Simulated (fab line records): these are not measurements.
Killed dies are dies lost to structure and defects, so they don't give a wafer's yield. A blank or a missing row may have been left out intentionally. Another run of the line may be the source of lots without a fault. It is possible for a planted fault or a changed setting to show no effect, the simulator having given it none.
fab line records	flow n5Finfet
record lots=5	wafers=15	lastDay=17
route steps=1938 shown BEOL_M9@1415 PASSIVATION@1936
lots that met no fault: taken from a fault-free run of the same line
startH: start of the lot's first displayed wafer, in hours after the record's first day	waitH: hours from the lot's prior step to this one	" same as the row above	L1.1+2: several wafers, shown together as one row	- value missing, or start not given	* or withheld: withheld	< > ~ a bound
route shown NAME@n: names a module that has steps shown in the file, with the first one's number in the route	usual: mean and standard deviation over wafers with no fault	same: alike in all rows	chamber/n: place in a boat	sites: the reading at each site	_std_site: standard deviation across them	_edge_site: the outer-site mean with the inner-site mean subtracted	radiusMm: how far each site lies from the wafer's centre	mask NAME#n: copy n	behind: the last tool/chamber to shape the wafer	hold: reason for holding the lot/hours on hold/outcome of the hold	device: the n, p or np transistor that did not switch	end of line: tests of these same wafers at the route's end	a step without rows: its recipe alone	killed: not the wafer's yield, but the dies lost to structure and defects at the first sort	map: the dies of a wafer, with x for killed, . for not killed, _ for no die there
set.NAME: the setting that was run; set.NAME@STEP: the one run at that earlier step	model.NAME: the simulator's own value behind a step, which no gauge read
lots at some steps of the route; a table a step, a row a wafer
services: a tool's chamber out of use, with start hour (startH, from the record's first day; less than 0 if before it), hours out, and reason
## steps
# step N5_BEOL_M9_OVL_MEAS_12
# recipe pointsPerWafer=44
# usual M9_OVL=-0.4/0.67
lot.wafer	tool	chamber	startH	waitH	M9_OVL[nm]
L731.2	overlay-02	0	229.37	0.0	0.0
L731.3	"	0	"	"	-1.2
L731.5	"	0	"	"	-1.1
L733.1	overlay-02	0	239.12	0.0	0.6
L733.5	"	0	"	"	-0.3
L733.6	"	0	"	"	-0.5
L738.2	overlay-02	0	288.97	0.0	-0.5
L738.5	"	0	"	"	0.6
L738.6	"	0	"	"	0.4
L745.2	overlay-01	0	317.04	0.0	-1.2
L745.5	"	0	"	"	0.4
L745.6	"	0	"	"	-0.4
L749.1	overlay-01	0	340.48	0.0	-0.4
L749.4	"	0	"	"	-0.6
L749.5	"	0	"	"	-0.6
# step N5_BEOL_M9_INSPECT_13
# recipe mode=adi	inspectInstrument=brightfield
# usual rawDefectCount=396/97
lot.wafer	tool	chamber	startH	waitH	rawDefectCount
L731.2	defectInspect-01	-	229.39	0.0	703
L731.3	"	-	"	"	541
L731.5	"	-	"	"	553
L733.1	defectInspect-01	-	239.14	0.0	519
L733.5	"	-	"	"	565
L733.6	"	-	"	"	336
L738.2	defectInspect-02	-	288.99	0.0	495
L738.5	"	-	"	"	449
L738.6	"	-	"	"	363
L745.2	defectInspect-01	-	317.07	0.0	435
L745.5	"	-	"	"	432
L745.6	"	-	"	"	346
L749.1	defectInspect-02	-	340.51	0.0	536
L749.4	"	-	"	"	449
L749.5	"	-	"	"	492
# step N5_BEOL_M9_DESCUM_16
# recipe chemistry=O2	timeS=7.9	sourcePowerW=50	biasPowerW=20	pressureMtorr=20	rfFrequencyHz=2.712e+07	tempC=40	resist=CAR-ArF	o2FlowSccm=225
# usual drypumpMotorCurrentA=5.8/0.4	oesProductAu=0.78/0.056	rfFwdPowerW=49.28/0.22	rfVppV=243.4/1.5	showerheadPlenumPTorr=2.11/0.089	throttleValvePct=20.48/0.28
# same timeS=7.9
lot.wafer	tool	chamber	startH	waitH	drypumpMotorCurrentA	oesProductAu	rfFwdPowerW	rfHoursCounterH	rfVppV	showerheadPlenumPTorr	throttleValvePct
L731.2	rieDiel-02	3	229.63	0.2	5.9	0.80	49.40	88	246.9	2.22	20.02
L731.3	"	2	"	"	6.5	0.78	49.38	96	241.8	2.03	20.90
L731.5	"	3	"	"	5.9	0.80	49.15	-	244.6	2.22	20.03
L733.1	rieDiel-04	2	239.29	0.1	5.3	0.80	49.38	110	239.9	2.01	20.50
L733.5	"	3	"	"	6.0	0.87	49.47	-	243.5	2.13	20.51
L733.6	"	2	"	"	5.4	0.80	49.13	-	241.2	2.01	20.51
L738.2	rieDiel-02	3	289.09	0.1	5.8	0.79	49.04	97	243.8	2.22	20.05
L738.5	"	3	"	"	5.9	0.80	48.93	-	244.0	2.22	20.03
L738.6	"	2	"	"	6.5	0.75	49.25	-	243.5	2.02	20.93
L745.2	rieDiel-06	3	317.10	0.0	5.6	0.72	49.26	206	243.6	2.16	20.43
L745.5	"	2	"	"	6.0	0.78	49.37	-	244.1	2.21	20.45
L745.6	"	1	"	"	6.2	0.79	49.55	-	242.3	2.03	20.12
L749.1	rieDiel-06	3	340.54	0.0	5.6	0.71	49.41	214	244.7	2.16	20.43
L749.4	"	0	"	"	5.6	0.69	48.91	243	241.2	2.00	20.77
L749.5	"	1	"	"	6.1	0.81	49.32	-	241.8	2.02	20.12
# step N5_BEOL_M9_ETCH_61
# recipe chemistry=CF4	target=SiARC	targetDepthA=390	maskMaterial=CAR-ArF	timeS=65	ionEnergyEv=80	pressureMtorr=40	sourceW=545	biasW=36	Ar_flow_sccm=100	cf4FlowSccm=100	ends=cleared
# step N5_BEOL_M9_ETCH_62
# recipe chemistry=N2/H2	target=SOC	targetDepthA=1100	overetchA=220	maskMaterial=SiARC	tempC=40	timeS=165	ionEnergyEv=200	pressureMtorr=30	sourceW=840	biasW=150	n2FlowSccm=200	h2FlowSccm=200
# usual drypumpMotorCurrentA=5.8/0.41	oesProductAu=0.67/0.047	rfFwdPowerW=836.5/2.5	rfVppV=524.2/2.9	showerheadPlenumPTorr=2.56/0.1	throttleValvePct=17.80/0.27
# same timeS=165
lot.wafer	tool	chamber	startH	waitH	drypumpMotorCurrentA	oesProductAu	rfFwdPowerW	rfHoursCounterH	rfVppV	showerheadPlenumPTorr	throttleValvePct
L731.2	rieDiel-02	3	229.72	0.0	5.9	0.69	832.7	88	527.6	2.67	17.26
L731.3	"	2	"	"	6.5	0.66	835.2	96	522.2	2.46	18.21
L731.5	"	3	"	"	5.9	0.69	833.6	-	526.9	2.67	17.24
L733.1	rieDiel-04	2	239.37	0.0	5.4	0.68	837.6	110	521.2	2.44	17.94
L733.5	"	3	"	"	6.0	0.73	840.6	-	524.6	2.57	17.84
L733.6	"	2	"	"	5.3	0.69	840.9	-	522.0	2.44	17.94
L738.2	rieDiel-02	3	289.18	0.0	5.9	0.68	838.2	97	527.6	2.67	17.28
L738.5	"	3	"	"	5.9	0.68	835.2	-	527.4	2.67	17.27
L738.6	"	2	"	"	6.5	0.65	834.9	-	520.7	2.45	18.22
L745.2	rieDiel-06	3	317.19	0.0	5.6	0.62	841.8	206	527.6	2.62	17.80
L745.5	"	2	"	"	6.0	0.67	835.6	-	525.7	2.64	17.55
L745.6	"	1	"	"	6.2	0.69	836.5	-	520.7	2.48	17.61
L749.1	rieDiel-06	3	340.63	0.0	5.6	0.61	839.7	214	525.6	2.62	17.82
L749.4	"	0	"	"	5.6	0.59	834.9	243	520.2	2.40	17.96
L749.5	"	1	"	"	6.2	0.69	838.1	-	522.9	2.48	17.64
# step N5_BEOL_M9_STRIP_68
# recipe chemistry=N2/H2	tempC=40	n2FlowSccm=200	h2FlowSccm=200	rfFrequencyHz=6e+07
# step N5_BEOL_M9_STRIP_67
# recipe chemistry=CF4	resist=SiARC	powerW=300	biasPowerW=75	pressureMtorr=50	cf4FlowSccm=150	rfFrequencyHz=6e+07
# usual drypumpMotorCurrentA=5.8/0.4	oesProductAu=0.79/0.055	rfVppV=271.3/1.6	showerheadPlenumPTorr=1.80/0.069	throttleValvePct=13.57/0.24
lot.wafer	tool	chamber	startH	waitH	drypumpMotorCurrentA	oesProductAu	rfHoursCounterH	rfVppV	showerheadPlenumPTorr	throttleValvePct
L731.2	rieDiel-02	3	229.86	0.0	5.9	0.81	88	272.8	1.90	13.22
L731.3	"	2	"	"	6.5	0.78	97	270.5	1.73	13.84
L731.5	"	3	"	"	5.8	0.81	-	273.9	1.90	13.23
L733.1	rieDiel-04	2	239.52	0.0	5.4	0.80	110	268.6	1.73	13.67
L733.5	"	3	"	"	6.0	0.86	-	272.6	1.83	13.59
L733.6	"	2	"	"	5.4	0.80	-	270.0	1.73	13.67
L738.2	rieDiel-02	3	289.32	0.0	5.8	0.80	97	271.3	1.90	13.28
L738.5	"	3	"	"	5.9	0.80	-	273.7	1.90	13.27
L738.6	"	2	"	"	6.5	0.76	-	270.3	1.73	13.90
L745.2	rieDiel-06	3	317.33	0.0	5.5	0.73	206	272.4	1.83	13.60
L745.5	"	2	"	"	6.0	0.79	-	271.5	1.87	13.45
L745.6	"	1	"	"	6.2	0.81	-	269.0	1.74	13.31
L749.1	rieDiel-06	3	340.77	0.0	5.7	0.72	214	272.0	1.83	13.64
L749.4	"	0	"	"	5.6	0.70	243	269.2	1.70	13.81
L749.5	"	1	"	"	6.2	0.80	-	270.4	1.74	13.33
# step N5_BEOL_M9_HM_OPEN_17
# recipe chemistry=Cl2/BCl3	targetDepthA=200	overetchA=60	target=TiN	maskMaterial=SOC	ionEnergyEv=150	pressureMtorr=10	icpW=1000	biasW=126	Cl2_flow_sccm=53.25	bcl3FlowSccm=21.75	Ar_flow_sccm=25
# usual drypumpMotorCurrentA=6.0/0.42	mfcArSccm=25.01/0.077	oesProductAu=0.67/0.079	rfFwdPowerW=995/3.5	throttleValvePct=22.14/0.25
lot.wafer	tool	chamber	startH	waitH	drypumpMotorCurrentA	mfcArSccm	oesProductAu	rfFwdPowerW	rfHoursCounterH	throttleValvePct
L731.2	rieMetal-03	0	229.90	0.0	5.6	24.99	0.59	1003	87	22.39
L731.3	"	1	"	"	5.9	25.03	0.75	993	-	21.70
L731.5	"	0	"	"	5.6	24.96	0.59	999	-	22.42
L733.1	rieMetal-01	0	239.56	0.0	6.4	24.95	0.63	999	53	22.10
L733.5	"	0	"	"	6.4	24.99	0.63	998	-	22.08
L733.6	"	0	"	"	6.3	25.06	0.64	996	-	22.08
L738.2	rieMetal-01	1	289.36	0.0	6.5	25.04	0.76	992	4	22.28
L738.5	"	0	"	"	6.4	24.98	0.62	996	-	22.12
L738.6	"	1	"	"	6.5	25.21	0.77	992	-	22.28
L745.2	rieMetal-02	0	317.37	0.0	6.0	25.10	0.63	993	55	22.17
L745.5	"	0	"	"	6.0	25.00	0.63	991	-	22.17
L745.6	"	1	"	"	5.1	24.92	0.77	985	-	22.18
L749.1	rieMetal-03	0	340.81	0.0	5.5	24.99	0.57	1000	97	22.43
L749.4	"	1	"	"	5.9	25.12	0.71	994	-	21.74
L749.5	"	0	"	"	5.6	24.98	0.57	1002	-	22.41
# step N5_BEOL_M9_STRIP_19
# recipe chemistry=O2	powerW=400	tempC=40	pressureMtorr=30	rfFrequencyHz=6e+07	biasPowerW=0	overashFraction=0.2	o2FlowSccm=225
# usual drypumpMotorCurrentA=5.8/0.35	oesProductAu=0.78/0.059	rfVppV=3.7/0.58	showerheadPlenumPTorr=2.11/0.086	throttleValvePct=16.68/0.23
lot.wafer	tool	chamber	startH	waitH	drypumpMotorCurrentA	oesProductAu	rfHoursCounterH	rfVppV	showerheadPlenumPTorr	throttleValvePct
L731.2	rieDiel-02	1	230.02	0.1	5.6	0.87	60	4.4	2.25	16.49
L731.3	"	2	"	"	6.5	0.77	97	3.8	2.03	17.04
L731.5	"	3	"	"	5.9	0.80	-	3.5	2.22	16.28
L733.1	rieDiel-02	0	239.85	0.3	5.1	0.74	174	4.1	2.20	17.02
L733.5	"	3	"	"	5.8	0.81	-	3.2	2.22	16.30
L733.6	"	2	"	"	6.5	0.77	-	3.1	2.03	17.07
L738.2	rieDiel-06	0	289.47	0.1	5.6	0.70	227	3.7	2.01	16.98
L738.5	"	1	"	"	6.2	0.82	-	3.1	2.03	16.39
L738.6	"	0	"	"	5.6	0.71	-	3.7	2.01	16.98
L745.2	rieDiel-04	0	317.48	0.1	5.7	0.86	55	4.0	2.05	16.46
L745.5	"	1	"	"	5.5	0.69	-	3.5	2.05	16.74
L745.6	"	2	"	"	5.4	0.78	-	4.8	2.01	16.83
L749.1	rieDiel-04	2	340.93	0.1	5.3	0.76	143	3.8	2.01	16.82
L749.4	"	3	"	"	6.0	0.82	-	3.9	2.12	16.79
L749.5	"	2	"	"	5.3	0.76	-	4.7	2.01	16.83
# step N5_BEOL_M9_CD_MEAS_18
# recipe pitchNm=140	targetCdNm=70
# usual cdNm=69.8/0.77
lot.wafer	tool	chamber	startH	waitH	cdNm
L731.2	cdSem-03	-	230.09	0.1	70.1
L731.3	"	-	"	"	70.6
L731.5	"	-	"	"	71.1
L733.1	cdSem-01	-	239.92	0.0	69.8
L733.5	"	-	"	"	70.4
L733.6	"	-	"	"	69.9
L738.2	cdSem-01	-	289.55	0.1	70.4
L738.5	"	-	"	"	71.4
L738.6	"	-	"	"	69.9
L745.2	cdSem-01	-	317.55	0.1	70.5
L745.5	"	-	"	"	68.8
L745.6	"	-	"	"	70.3
L749.1	cdSem-01	-	341.00	0.0	68.7
L749.4	"	-	"	"	69.9
L749.5	"	-	"	"	70.0
# step N5_BEOL_M9_COAT_63
# recipe resist=SOC	tempC=250	timeS=60	spinRpm=1500	resistThkNm=60
# step N5_BEOL_M9_COAT_64
# recipe resist=SiARC	tempC=220	timeS=60	spinRpm=1500	resistThkNm=12
# step N5_BEOL_M9_COAT_75
# recipe resist=underlayer	tempC=205	timeS=60	spinRpm=1500	resistThkNm=5
# usual runLengthS=66.13/0.24
lot.wafer	tool	chamber	startH	waitH	runLengthS
L731.2	lithoTrack-01	0	230.91	-	65.80
L731.3	"	0	"	"	65.89
L731.5	"	0	"	"	65.68
L733.1	lithoTrack-03	0	240.57	-	66.18
L733.5	"	0	"	"	66.21
L733.6	"	0	"	"	66.32
L738.2	lithoTrack-03	0	292.70	-	66.37
L738.5	"	0	"	"	66.52
L738.6	"	0	"	"	76.43
L745.2	lithoTrack-01	0	317.84	-	65.73
L745.5	"	0	"	"	65.93
L745.6	"	0	"	"	65.88
L749.1	lithoTrack-01	0	343.65	-	65.72
L749.4	"	0	"	"	65.77
L749.5	"	0	"	"	66.05
# step N5_BEOL_M9_COAT_22
# recipe resist=CAR-EUV	spinRpm=1500	resistThkNm=30
# step N5_PASSIVATION_PROBE_49
# usual defectLimitedYield=91.5/1.4	killed_at_M0_to_M3=32/9.7	killed_at_M4_up=14/5.3	killedAtContacts=11/6	killedAtFrontEnd=39/14	killedAtOther=3.3/2.7	killedDies=100/17	killedOpen=66/13	killedShort=32/7.4	sort_bin_5_function=4.9/0.9	sort_bin_6_memory=3.2/0.72	sortNPass=1080/17	sortYieldPct=91.5/1.4
# same grossDies=1180	killedAtBackSide=0	sort_bin_4_leakage[%]=0	sort_bin_8_speed[%]=0
lot.wafer	tool	chamber	startH	waitH	defectLimitedYield[%]	killed_at_M0_to_M3	killed_at_M4_up	killedAtContacts	killedAtFrontEnd	killedAtOther	killedDies	killedOpen	killedShort	sort_bin_5_function[%]	sort_bin_6_memory[%]	sortNPass	sortYieldPct[%]
L731.2	prober-02	-	294.68	0.1	92.1	22	21	8	39	3	93	61	32	5.0	2.6	1087	92.1
L731.3	prober-02	-	294.73	0.1	91.9	37	11	11	33	4	96	68	28	4.7	3.1	1084	91.9
L731.5	prober-02	-	294.83	0.2	94.0	20	17	12	20	2	71	53	18	3.4	2.4	1109	94.0
L733.1	prober-01	-	307.79	0.0	91.4	29	25	5	39	3	101	63	28	4.3	3.2	1079	91.4
L733.5	prober-01	-	307.99	0.2	91.5	15	32	8	45	0	100	57	35	3.8	3.6	1080	91.5
L733.6	prober-01	-	308.04	0.3	90.8	26	25	11	44	3	109	75	34	5.2	3.7	1071	90.8
L738.2	prober-02	-	351.42	0.1	90.1	40	13	2	47	15	117	86	31	6.9	2.8	1063	90.1
L738.5	prober-02	-	351.57	0.2	91.0	32	17	4	47	6	106	75	31	5.8	3.1	1074	91.0
L738.6	prober-02	-	351.62	0.3	92.1	51	6	6	28	2	93	64	29	4.8	3.0	1087	92.1
L745.2	prober-02	-	377.50	0.1	90.8	28	17	21	42	1	109	62	47	4.6	4.2	1071	90.8
L745.5	prober-02	-	377.65	0.2	91.9	31	8	20	36	1	96	67	29	4.8	2.9	1084	91.9
L745.6	prober-02	-	377.70	0.3	90.2	26	17	10	59	4	116	75	38	6.0	3.3	1064	90.2
# killed by level:class
L731.2 BEOL_M2:geometricParticle:open=9 BEOL_M4:geometricParticle:open=8 FIN_SAQP:geometricParticle:open=7 STI_FIN_REVEAL:geometricParticle:open=7 GATE_CUT:geometricParticle:short=7 BEOL_M4:geometricParticle:short=7 MOL_CONTACT_COAG:geometricParticle:open=7 FIN_SAQP:geometricParticle:short=5
L731.3 BEOL_M2:geometricParticle:open=17 MOL_CONTACT_COAG:geometricParticle:open=8 BEOL_M4:geometricParticle:open=8 BEOL_M0_SAQP:geometricParticle:short=7 FIN_SAQP:geometricParticle:short=6 GATE_CUT:geometricParticle:open=6 FIN_CUT:geometricParticle:open=4 STI_FIN_REVEAL:geometricParticle:open=4
L731.5 BEOL_M4:geometricParticle:open=13 BEOL_M2:geometricParticle:open=11 MOL_CONTACT_COAG:geometricParticle:open=9 BEOL_M0_SAQP:geometricParticle:open=5 FIN_SAQP:geometricParticle:short=3 GATE_CUT:geometricParticle:short=3 GATE_CUT:geometricParticle:open=3 MOL_CONTACT_COAG:geometricParticle:short=3
L733.1 BEOL_M4:geometricParticle:open=13 HKMG_FIN:areaEtch=8 BEOL_M0_SAQP:geometricParticle:open=7 STI_FIN_REVEAL:geometricParticle:open=6 BEOL_M1:geometricParticle:open=6 FIN_SAQP:geometricParticle:short=5 MOL_CONTACT_COAG:geometricParticle:open=5 BEOL_M2:geometricParticle:open=5
L733.5 BEOL_M4:geometricParticle:open=16 FIN_SAQP:geometricParticle:open=8 STI_FIN_REVEAL:geometricParticle:open=8 FIN_SAQP:geometricParticle:short=7 HKMG_FIN:areaEtch=7 MOL_CONTACT_COAG:geometricParticle:open=6 BEOL_M4:geometricParticle:short=6 GATE_CUT:geometricParticle:short=5
L733.6 BEOL_M4:geometricParticle:open=14 STI_FIN_REVEAL:geometricParticle:open=7 MOL_CONTACT_COAG:geometricParticle:open=7 BEOL_M1:geometricParticle:open=6 DUMMY_GATE:geometricParticle:open=5 ILD0:geometricParticle:open=5 GATE_CUT:geometricParticle:open=5 BEOL_M0:geometricParticle:open=5
L738.2 BEOL_M0_SAQP:geometricParticle:short=10 FIN_SAQP:geometricParticle:short=9 FIN_SAQP:geometricParticle:open=8 STI_FIN_REVEAL:geometricParticle:open=8 BEOL_M0_SAQP:geometricParticle:open=8 BEOL_M1:geometricParticle:open=8 BEOL_M3:geometricParticle:open=8 MIM_TOP_ETCH:geometricParticle:open=7
L738.5 DUMMY_GATE:geometricParticle:open=16 BEOL_M3:geometricParticle:open=14 FIN_SAQP:geometricParticle:short=6 STI_FIN_REVEAL:geometricParticle:open=6 BEOL_M0_SAQP:geometricParticle:short=6 BEOL_M4:geometricParticle:open=5 DUMMY_GATE:geometricParticle:short=4 MOL_CONTACT_COAG:geometricParticle:open=4
L738.6 BEOL_M0_SAQP:geometricParticle:open=10 BEOL_M3:geometricParticle:open=10 BEOL_M0_SAQP:geometricParticle:short=8 BEOL_M2:geometricParticle:open=7 BEOL_M1:geometricParticle:open=5 MOL_CONTACT_COAG:geometricParticle:open=5 FIN_SAQP:geometricParticle:open=4 STI_FIN_REVEAL:geometricParticle:open=4
L745.2 MOL_CONTACT_COAG:geometricParticle:open=15 FIN_SAQP:geometricParticle:short=13 STI_FIN_REVEAL:geometricParticle:open=7 BEOL_M4:geometricParticle:open=7 BEOL_M1:geometricParticle:short=7 BEOL_M2:geometricParticle:open=7 MOL_CONTACT_COAG:geometricParticle:short=6 BEOL_M0_SAQP:geometricParticle:short=6
L745.5 MOL_CONTACT_COAG:geometricParticle:open=17 STI_FIN_REVEAL:geometricParticle:open=14 FIN_SAQP:geometricParticle:short=9 FIN_SAQP:geometricParticle:open=8 BEOL_M1:geometricParticle:short=7 BEOL_M2:geometricParticle:open=7 BEOL_M1:geometricParticle:open=5 BEOL_M0_SAQP:geometricParticle:short=3
L745.6 STI_FIN_REVEAL:geometricParticle:open=18 FIN_SAQP:geometricParticle:short=9 MOL_CONTACT_COAG:geometricParticle:open=9 FIN_SAQP:geometricParticle:open=8 BEOL_M1:geometricParticle:open=6 BEOL_M2:geometricParticle:open=5 DUMMY_GATE:geometricParticle:open=4 GATE_CUT:geometricParticle:short=4
## services
tool	chamber	startH	hours	kind
rieMetal-02	1	208.28	-	clean
rieMetal-02	1	208.28	27.7	scheduledDown
rieMetal-02	1	208.28	27.7	ventCycle
rieMetal-01	0	214.85	8.2	repair
rieMetal-02	-	220.54	1.9	repair
rieMetal-01	1	226.50	-	clean
rieMetal-01	1	226.50	17.4	scheduledDown
rieMetal-01	1	226.50	17.4	ventCycle
rieDiel-02	3	240.22	32.8	repair
rieMetal-03	1	241.17	12.5	repair
rieMetal-02	0	259.68	4.2	repair
rieDiel-04	1	279.44	3.4	repair
rieDiel-04	2	293.66	8.2	repair
rieMetal-01	-	296.07	2.8	pm
rieMetal-02	1	307.60	2.2	repair
rieDiel-06	1	311.17	5.3	repair
rieDiel-04	1	317.63	-	clean
rieDiel-04	1	317.63	-	consumableReplace:focusRing
rieDiel-04	1	317.63	25.8	scheduledDown
rieDiel-04	1	317.63	25.8	ventCycle
rieMetal-02	-	328.93	1.4	pm
rieDiel-02	-	332.25	2.8	pm
## key
firstSign step=N5_BEOL_M9_COAT_75	reading=runLengthS	direction=up	sigmas=43	usual=*	struck=*
effect none on later readings
metAt N5_BEOL_M9_COAT_75
struckWafers L738.6
onsetBetween 240.57 292.70
fault kind=processParameterDrift	tool=lithoTrack-03	chamber=-	onsetH=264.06	steps=N5_BEOL_M9_COAT_75	channel=timeS	offset=*	shape=step	endH=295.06	scope=struckWafersOnly	actsIn=*	stated=*
